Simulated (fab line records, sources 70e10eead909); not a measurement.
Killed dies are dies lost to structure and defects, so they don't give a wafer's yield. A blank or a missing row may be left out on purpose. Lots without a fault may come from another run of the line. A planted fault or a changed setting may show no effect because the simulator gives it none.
fab line records | flow nand_harc
record lots=6 wafers=18 last_day=34
route steps=1302 shown A_ONON_D2@552 END@1302
lots that met no fault: from a run of the same line without faults
start_h: hours from the record's first day to the start of the lot's first wafer shown | wait_h: hours since the lot's step before | " the same as in the row above | L1.1+2: a row that stands for several wafers | - no value, or no start given | * or withheld: withheld | < > ~ a bound
route shown NAME@n: a module of which the file shows steps, and the number in the route of the first | usual: mean/standard deviation of fault-free wafers | same: alike in all rows | chamber/n: place in a boat | sites: the reading at each site | _std_site: their standard deviation | _edge_site: outer sites' mean less inner sites' | radius_mm: how far each site lies from the wafer's centre | mask NAME#n: copy n | behind: the tool/chamber that last shaped the wafer | hold: why the lot was held/for how many hours/how that ended | device: the transistor (n, p or np) that didn't switch | end of line: the same wafers' tests at the end of the route | a step without rows: its recipe alone | killed: dies lost to structure and defects at the first sort, not the wafer's yield | map: a wafer's dies, x killed, . not, _ none there
set.NAME: the setting as run; set.NAME@STEP: as run at that earlier step | model.NAME: the simulator's own value behind a step, which no gauge read
lots at some steps of the route; a table a step, a row a wafer
services: from which hour (start_h, from the record's first day; less than 0 if before it) a tool's chamber was out of use, for how many hours, and why
## steps
# step NHARC_A_ONON_D2_THK_MEAS_11
# recipe thk_meas_gauge=ellipsometry
# usual thk_nm=998/11
# columns lot.wafer tool chamber start_h wait_h thk_nm
L833.1 film_metro-02 - 279.08 - 993
L833.3 " - " " 992
L833.4 " - " " 991
L843.2 film_metro-01 - 374.57 - 981
L843.4 " - " " 979
L843.6 " - " " 979
L850.2 film_metro-02 - 452.11 - 988
L850.3 " - " " 988
L850.6 " - " " 988
L852.1 film_metro-02 - 454.88 - 989
L852.4 " - " " 986
L852.5 " - " " 988
L855.1 film_metro-01 - 506.65 - 990
L855.2 " - " " 992
L855.6 " - " " 990
L856.1 film_metro-02 - 510.74 - 995
L856.2 " - " " 994
L856.5 " - " " 994
# step NHARC_A_ONON_D2_DEP_12
# recipe target_thk_a=10000 n2_flow_sccm=2750 n2o_flow_sccm=2000 nh3_flow_sccm=500 sih4_flow_sccm=210 temp_c=400
# step NHARC_A_ONON_D2_THK_MEAS_14
# recipe thk_meas_gauge=ellipsometry
# usual thk_nm=1001/10
# columns lot.wafer tool chamber start_h wait_h thk_nm
L833.1 film_metro-02 - 279.65 - 1006
L833.3 " - " " 1007
L833.4 " - " " 1006
L843.2 film_metro-01 - 375.13 - 989
L843.4 " - " " 989
L843.6 " - " " 991
L850.2 film_metro-01 - 452.69 - 989
L850.3 " - " " 989
L850.6 " - " " 990
L852.1 film_metro-02 - 455.44 - 1001
L852.4 " - " " 1001
L852.5 " - " " 1002
L855.1 film_metro-02 - 507.23 - 995
L855.2 " - " " 994
L855.6 " - " " 995
L856.1 film_metro-01 - 511.31 - 988
L856.2 " - " " 990
L856.5 " - " " 988
# step NHARC_A_ONON_D2_ANNEAL_15
# recipe temp_c=750 time_s=3600
# step NHARC_A_ONON_D2_DEP_16
# recipe target_thk_a=10000 n2_flow_sccm=2750 n2o_flow_sccm=2000 nh3_flow_sccm=500 sih4_flow_sccm=210 temp_c=400
# step NHARC_A_ONON_D2_THK_MEAS_18
# recipe thk_meas_gauge=ellipsometry
# usual thk_nm=996/7.6
# columns lot.wafer tool chamber start_h wait_h thk_nm
L833.1 film_metro-01 - 287.03 - 997
L833.3 " - " " 997
L833.4 " - " " 997
L843.2 film_metro-01 - 382.48 - 984
L843.4 " - " " 986
L843.6 " - " " 985
L850.2 film_metro-02 - 460.12 - 996
L850.3 " - " " 998
L850.6 " - " " 998
L852.1 film_metro-02 - 460.47 - 990
L852.4 " - " " 989
L852.5 " - " " 991
L855.1 film_metro-02 - 517.16 - 1002
L855.2 " - " " 1005
L855.6 " - " " 1003
L856.1 film_metro-01 - 517.17 - 1003
L856.2 " - " " 1004
L856.5 " - " " 1007
# step NHARC_A_ONON_D2_DEP_19
# recipe target_thk_a=10000 n2_flow_sccm=2750 n2o_flow_sccm=2000 nh3_flow_sccm=500 sih4_flow_sccm=210 temp_c=400
# step NHARC_A_ONON_D2_THK_MEAS_21
# recipe thk_meas_gauge=ellipsometry
# usual thk_nm=1001/11
# columns lot.wafer tool chamber start_h wait_h thk_nm
L833.1 film_metro-02 - 287.58 - 1003
L833.3 " - " " 1002
L833.4 " - " " 1001
L843.2 film_metro-01 - 383.05 - 991
L843.4 " - " " 994
L843.6 " - " " 994
L850.2 film_metro-01 - 460.68 - 999
L850.3 " - " " 998
L850.6 " - " " 999
L852.1 film_metro-01 - 461.05 - 1014
L852.4 " - " " 1015
L852.5 " - " " 1015
L855.1 film_metro-02 - 517.73 - 1008
L855.2 " - " " 1009
L855.6 " - " " 1007
L856.1 film_metro-01 - 517.73 - 1005
L856.2 " - " " 1006
L856.5 " - " " 1006
# step NHARC_A_ONON_D2_DEP_22
# recipe target_thk_a=10000 n2_flow_sccm=2750 n2o_flow_sccm=2000 nh3_flow_sccm=500 sih4_flow_sccm=210 temp_c=400
# step NHARC_A_ONON_D2_THK_MEAS_24
# recipe thk_meas_gauge=ellipsometry
# usual thk_nm=998/8.6
# columns lot.wafer tool chamber start_h wait_h thk_nm
L833.1 film_metro-01 - 288.15 - 998
L833.3 " - " " 998
L833.4 " - " " 999
L843.2 film_metro-01 - 383.61 - 990
L843.4 " - " " 988
L843.6 " - " " 990
L850.2 film_metro-02 - 461.25 - 1004
L850.3 " - " " 1002
L850.6 " - " " 1004
L852.1 film_metro-01 - 461.61 - 994
L852.4 " - " " 993
L852.5 " - " " 993
L856.1 film_metro-02 - 518.29 - 1004
L856.2 " - " " 1003
L856.5 " - " " 1003
L855.1 film_metro-01 - 518.30 - 989
L855.2 " - " " 988
L855.6 " - " " 989
# step NHARC_A_ONON_D2_DEP_25
# recipe target_thk_a=10000 n2_flow_sccm=2750 n2o_flow_sccm=2000 nh3_flow_sccm=500 sih4_flow_sccm=210 temp_c=400
# step NHARC_A_ONON_D2_THK_MEAS_27
# recipe thk_meas_gauge=ellipsometry
# usual thk_nm=1002/11
# columns lot.wafer tool chamber start_h wait_h thk_nm
L833.1 film_metro-01 - 288.71 - 1002
L833.3 " - " " 1003
L833.4 " - " " 1004
L843.2 film_metro-01 - 384.18 - 982
L843.4 " - " " 982
L843.6 " - " " 984
L850.2 film_metro-01 - 461.82 - 989
L850.3 " - " " 990
L850.6 " - " " 987
L852.1 film_metro-02 - 462.18 - 1005
L852.4 " - " " 1007
L852.5 " - " " 1006
L856.1 film_metro-02 - 518.85 - 987
L856.2 " - " " 986
L856.5 " - " " 985
L855.1 film_metro-01 - 518.86 - 1011
L855.2 " - " " 1012
L855.6 " - " " 1011
# step NHARC_A_ONON_D2_DEP_28
# recipe target_thk_a=10000 n2_flow_sccm=2750 n2o_flow_sccm=2000 nh3_flow_sccm=500 sih4_flow_sccm=210 temp_c=400
# usual nh3_flow_sccm=500.0/1.5
# columns lot.wafer tool chamber start_h wait_h nh3_flow_sccm
L833.1 pecvd_onon-03 0 288.76 0.1 499.9
L833.3 " 0 " " 500.1
L833.4 " 0 " " 498.6
L843.2 pecvd_onon-01 0 384.30 0.1 503.2
L843.4 " 0 " " 504.1
L843.6 " 0 " " 503.6
L850.2 pecvd_onon-03 0 461.93 0.1 499.7
L850.3 " 0 " " 502.4
L850.6 " 0 " " 499.5
L852.1 pecvd_onon-03 0 462.24 0.1 500.4
L852.4 " 0 " " 499.4
L852.5 " 0 " " 501.4
L856.1 pecvd_onon-02 0 518.91 0.1 499.1
L856.2 " 0 " " 497.5
L856.5 " 0 " " 498.2
L855.1 pecvd_onon-01 0 518.92 0.1 499.8
L855.2 " 0 " " 498.8
L855.6 " 0 " " 499.3
# step NHARC_A_ONON_D2_THK_MEAS_30
# recipe thk_meas_gauge=ellipsometry
# usual thk_nm=1002/8.5
# columns lot.wafer tool chamber start_h wait_h thk_nm
L833.1 film_metro-02 - 289.27 - 1004
L833.3 " - " " 1004
L833.4 " - " " 1004
L843.2 film_metro-01 - 384.75 - 1001
L843.4 " - " " 1000
L843.6 " - " " 1002
L850.2 film_metro-02 - 462.39 - 1592
L850.3 " - " " 1595
L850.6 " - " " 1593
L852.1 film_metro-02 - 462.75 - 1609
L852.4 " - " " 1609
L852.5 " - " " 1608
L856.1 film_metro-01 - 519.42 - 984
L856.2 " - " " 985
L856.5 " - " " 985
L855.1 film_metro-02 - 519.43 - 1001
L855.2 " - " " 1002
L855.6 " - " " 1000
# step NHARC_A_ONON_D2_DEP_33
# recipe target_thk_a=2000 temp_c=400 pressure_torr=6.5 rf_w=900 teos_flow_sccm=161.4 flow_sccm=2650 target_thk_nm=200 gas=O2 material=SiO2
# usual heater_power_w=523/91 mfc_precursor_sccm=161.5/0.49 throttle_valve_pct=16.0/0.4
# columns lot.wafer tool chamber start_h wait_h heater_power_w mfc_precursor_sccm since_wet_clean_h throttle_valve_pct
L833.3 pecvd-04 1 289.38 0.1 572 161.6 7 16.7
L833.1 " 2 " " 374 162.3 7 15.2
L833.4 " 1 " " 590 161.5 - 16.4
L843.2 pecvd-01 1 384.90 0.1 477 162.0 61 15.6
L843.6 " 2 " " 522 160.6 - 15.5
L843.4 " 0 " " 594 161.4 - 15.6
L850.2 pecvd-03 0 462.44 0.1 617 160.7 83 16.1
L850.3 " 2 " " 466 162.0 84 16.4
L850.6 " 1 " " 626 161.0 - 16.3
L852.1 pecvd-01 0 462.86 0.1 603 161.1 139 16.2
L852.5 " 1 " " 398 161.9 - 15.8
L852.4 " 2 " " 465 162.1 - 15.7
L856.1 pecvd-03 0 519.53 0.1 644 162.1 141 16.0
L856.2 " 1 " " 675 161.9 141 16.1
L856.5 " 0 " " 652 162.6 - 16.0
L855.1 pecvd-01 0 519.53 0.1 557 160.8 14 15.6
L855.2 " 1 " " 467 161.4 15 16.3
L855.6 " 1 " " 344 161.3 - 16.2
# step NHARC_END_SORT_01
# recipe temp_c=25
# usual killed_at_array=51/18 killed_at_other=1.0/1.2 killed_at_periphery=3.7/2.9 killed_dies=55/19 killed_open=3.5/1.9 killed_short=2.6/1.6
# same gross_dies=677
# columns lot.wafer tool chamber start_h wait_h killed_at_array killed_at_other killed_at_periphery killed_dies killed_open killed_short
L843.2 prober-02 0 660.86 2.8 24 1 1 26 3 3
L843.4 prober-02 0 662.46 3.4 22 1 2 25 1 3
L843.6 prober-02 0 664.06 4.0 24 3 6 33 9 1
L852.1 prober-02 0 739.90 2.5 675 2 0 677 4 5
L852.4 prober-02 0 742.31 3.4 672 0 5 677 4 2
L852.5 prober-02 0 743.11 3.7 673 1 3 677 5 4
L850.2 prober-01 0 740.63 2.8 671 2 4 677 4 2
L850.3 prober-01 0 741.41 3.1 676 1 0 677 1 1
L850.6 prober-01 0 743.78 3.9 674 0 3 677 3 0
# killed by level:class
L843.2 A_STAIRCASE:chamber_film_flake=4 A_CHANNEL_HOLE_D1:chamber_film_flake=3 A_CHANNEL_FILL_D2:geometric_particle:short=2 A_ZERO_WELL:chamber_film_flake=2 A_DECK1_JOINT:chamber_film_flake=2 A_CONTACT:chamber_film_flake=2 A_ONON_D1:geometric_particle:open=1 A_SGD_CUT:geometric_particle:open=1
L843.4 A_SLIT:chamber_film_flake=5 A_SGD_CUT:chamber_film_flake=4 A_CHANNEL_HOLE_D1:chamber_film_flake=3 A_CHANNEL_HOLE_D2:chamber_film_flake=2 A_CHANNEL_FILL_D2:chamber_film_flake=2 A_CONTACT:chamber_film_flake=2 P_GATE:geometric_particle:open=1 A_CHANNEL_HOLE_D1:geometric_particle:short=1
L843.6 A_CONTACT:chamber_film_flake=5 A_CHANNEL_HOLE_D1:chamber_film_flake=4 A_STAIRCASE:chamber_film_flake=4 A_DECK1_JOINT:geometric_particle:open=2 A_CHANNEL_FILL_D2:geometric_particle:open=2 A_SGD_CUT:chamber_film_flake=2 THIN_TSV:chamber_film_flake=2 P_GATE:geometric_particle:open=1
L852.1 A_ONON_D2:area_dep=632 A_CHANNEL_HOLE_D1:chamber_film_flake=13 A_CONTACT:chamber_film_flake=8 A_CHANNEL_HOLE_D2:chamber_film_flake=7 A_SLIT:chamber_film_flake=4 A_ONON_D2:geometric_particle:short=2 A_CHANNEL_FILL_D2:geometric_particle:open=2 A_CHANNEL_FILL_D1:geometric_particle:open=1
L850.2 A_ONON_D2:area_dep=631 A_SLIT:chamber_film_flake=12 A_CHANNEL_HOLE_D1:chamber_film_flake=10 A_CONTACT:chamber_film_flake=9 A_CHANNEL_HOLE_D2:chamber_film_flake=4 P_CONTACT:geometric_particle:short=1 A_CHANNEL_FILL_D1:geometric_particle:open=1 A_DECK1_JOINT:geometric_particle:short=1
L850.3 A_ONON_D2:area_dep=629 A_CHANNEL_HOLE_D2:chamber_film_flake=17 A_SLIT:chamber_film_flake=11 A_CHANNEL_HOLE_D1:chamber_film_flake=9 A_CONTACT:chamber_film_flake=5 A_STAIRCASE:chamber_film_flake=2 A_DECK1_JOINT:geometric_particle:short=1 A_M0:geometric_particle:open=1
L852.4 A_ONON_D2:area_dep=641 A_CHANNEL_HOLE_D1:chamber_film_flake=7 A_CONTACT:chamber_film_flake=7 A_CHANNEL_HOLE_D2:chamber_film_flake=6 A_SLIT:chamber_film_flake=6 A_M0:geometric_particle:open=2 P_M1:chamber_film_flake=2 P_GATE:geometric_particle:short=1
L852.5 A_ONON_D2:area_dep=612 A_CHANNEL_HOLE_D2:chamber_film_flake=26 A_CHANNEL_HOLE_D1:chamber_film_flake=12 A_CONTACT:chamber_film_flake=8 A_SLIT:chamber_film_flake=6 A_CHANNEL_FILL_D1:chamber_film_flake=3 P_CONTACT:geometric_particle:open=1 P_M0:geometric_particle:open=1
L850.6 A_ONON_D2:area_dep=639 A_CHANNEL_HOLE_D1:chamber_film_flake=14 A_SLIT:chamber_film_flake=8 A_CHANNEL_HOLE_D2:chamber_film_flake=6 A_CONTACT:chamber_film_flake=3 A_WL_FILL:geometric_particle:open=2 P_GATE:chamber_film_flake=2 A_M0:geometric_particle:open=1
# map L850.2 (x killed, . not)
____________x____________
_________xxxxxxx_________
_______xxxxxxxxxxx_______
______xxxxxxxxxxxxx______
_____xxxxxxxxxxxxxxx_____
____xxxxxxxxxxxxxxxxx____
____xxxxxxxxxxxxxxxxx____
___xxxxxxxxxxxxxxxxxxx___
___xxxxxxxxxxxxxxxxxxx___
__xxxxxxxxxxxxxxxxxxxxx__
__xxxxxxxxxxxxxxxxxxxxx__
_xxxxxxxxxxxxxxxxxxxxxxx_
_xxxxxxxxxxxxxxxxxxxxxxx_
_xxxxxxxxxxxxxxxxxxxxxxx_
_xxxxxxxxxxxxxxxxxxxxxxx_
_xxxxxxxxxxxxxxxxxxxxxxx_
xxxxxxxxxxxxxxxxxxxxxxxxx
xxxxxxxxxxxxxxxxxxxxxxxxx
xxxxxxxxxxxxxxxxxxxxxxxxx
xxxxxxxxxxxxxxxxxxxxxxxxx
xxxxxxxxxxxxxxxxxxxxxxxxx
_xxxxxxxxxxxxxxxxxxxxxxx_
_xxxxxxxxxxxxxxxxxxxxxxx_
_xxxxxxxxxxxxxxxxxxxxxxx_
_xxxxxxxxxxxxxxxxxxxxxxx_
_xxxxxxxxxxxxxxxxxxxxxxx_
__xxxxxxxxxxxxxxxxxxxxx__
__xxxxxxxxxxxxxxxxxxxxx__
___xxxxxxxxxxxxxxxxxxx___
___xxxxxxxxxxxxxxxxxxx___
____xxxxxxxxxxxxxxxxx____
____xxxxxxxxxxxxxxxxx____
_____xxxxxxxxxxxxxxx_____
______xxxxxxxxxxxxx______
_______xxxxxxxxxxx_______
_________xxxxxxx_________
____________x____________
# map L852.1 (x killed, . not)
____________x____________
_________xxxxxxx_________
_______xxxxxxxxxxx_______
______xxxxxxxxxxxxx______
_____xxxxxxxxxxxxxxx_____
____xxxxxxxxxxxxxxxxx____
____xxxxxxxxxxxxxxxxx____
___xxxxxxxxxxxxxxxxxxx___
___xxxxxxxxxxxxxxxxxxx___
__xxxxxxxxxxxxxxxxxxxxx__
__xxxxxxxxxxxxxxxxxxxxx__
_xxxxxxxxxxxxxxxxxxxxxxx_
_xxxxxxxxxxxxxxxxxxxxxxx_
_xxxxxxxxxxxxxxxxxxxxxxx_
_xxxxxxxxxxxxxxxxxxxxxxx_
_xxxxxxxxxxxxxxxxxxxxxxx_
xxxxxxxxxxxxxxxxxxxxxxxxx
xxxxxxxxxxxxxxxxxxxxxxxxx
xxxxxxxxxxxxxxxxxxxxxxxxx
xxxxxxxxxxxxxxxxxxxxxxxxx
xxxxxxxxxxxxxxxxxxxxxxxxx
_xxxxxxxxxxxxxxxxxxxxxxx_
_xxxxxxxxxxxxxxxxxxxxxxx_
_xxxxxxxxxxxxxxxxxxxxxxx_
_xxxxxxxxxxxxxxxxxxxxxxx_
_xxxxxxxxxxxxxxxxxxxxxxx_
__xxxxxxxxxxxxxxxxxxxxx__
__xxxxxxxxxxxxxxxxxxxxx__
___xxxxxxxxxxxxxxxxxxx___
___xxxxxxxxxxxxxxxxxxx___
____xxxxxxxxxxxxxxxxx____
____xxxxxxxxxxxxxxxxx____
_____xxxxxxxxxxxxxxx_____
______xxxxxxxxxxxxx______
_______xxxxxxxxxxx_______
_________xxxxxxx_________
____________x____________
## services
# columns tool chamber start_h hours kind
pecvd_onon-01 - 269.33 13.0 pm
pecvd-04 - 269.38 13.0 pm
pecvd-01 2 299.59 11.9 repair
pecvd-03 - 305.98 0.3 repair
pecvd-01 - 311.00 13.0 pm
pecvd-01 0 311.00 13.0 vent_cycle
pecvd-01 1 311.00 13.0 vent_cycle
pecvd-03 - 317.97 1.2 repair
pecvd-01 0 324.00 - clean
pecvd-01 1 324.00 - clean
pecvd-01 1 331.17 8.5 repair
pecvd-01 - 332.68 0.8 repair
pecvd-03 - 366.00 13.0 pm
pecvd_onon-02 - 366.59 13.0 pm
pecvd-03 - 379.03 0.9 repair
pecvd-04 1 380.23 3.6 repair
pecvd_onon-03 - 408.24 13.0 pm
pecvd_onon-01 - 450.33 13.0 pm
pecvd-04 - 450.65 13.0 pm
pecvd-01 - 451.35 1.0 repair
pecvd-01 0 474.91 17.9 repair
pecvd-01 - 492.09 13.0 pm
pecvd-04 1 492.80 18.8 repair
pecvd-04 1 512.93 2.7 repair
## key
first_sign step=NHARC_A_ONON_D2_THK_MEAS_30 reading=thk_nm direction=up sigmas=71 usual=1002 struck=1601
effect step=NHARC_END_SORT_01 reading=killed_at_array direction=up sigmas=34 usual=51 struck=674
more_kills_born_at NHARC_A_ONON_D2_DEP_28@pecvd_onon-03=3784
met_at NHARC_A_ONON_D2_DEP_28
struck_wafers L850.2,L850.3,L850.6,L852.1,L852.4,L852.5
later_rows_left_out L850.2,L850.3,L850.6,L852.1,L852.4,L852.5
tester_left_out L850,L852
onset_between 288.76 461.93
fault kind=process_parameter_drift tool=pecvd_onon-03 chamber=0 onset_h=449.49 steps=NHARC_A_ONON_D2_DEP_28 channel=target_thk_a offset=* shape=step end_h=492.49 acts_in=* stated=*
# tester_left_out: of these lots the tester's yield and bins aren't shown, on N5 and GAA mostly nor the transistor test; their killed dies are dies lost to structure and defects alone, not to doping, threshold or leakage, so they don't give the yield
# later_rows_left_out: the simulator's readings of these wafers behind a module that went badly wrong aren't trusted and aren't shown, but for the sort
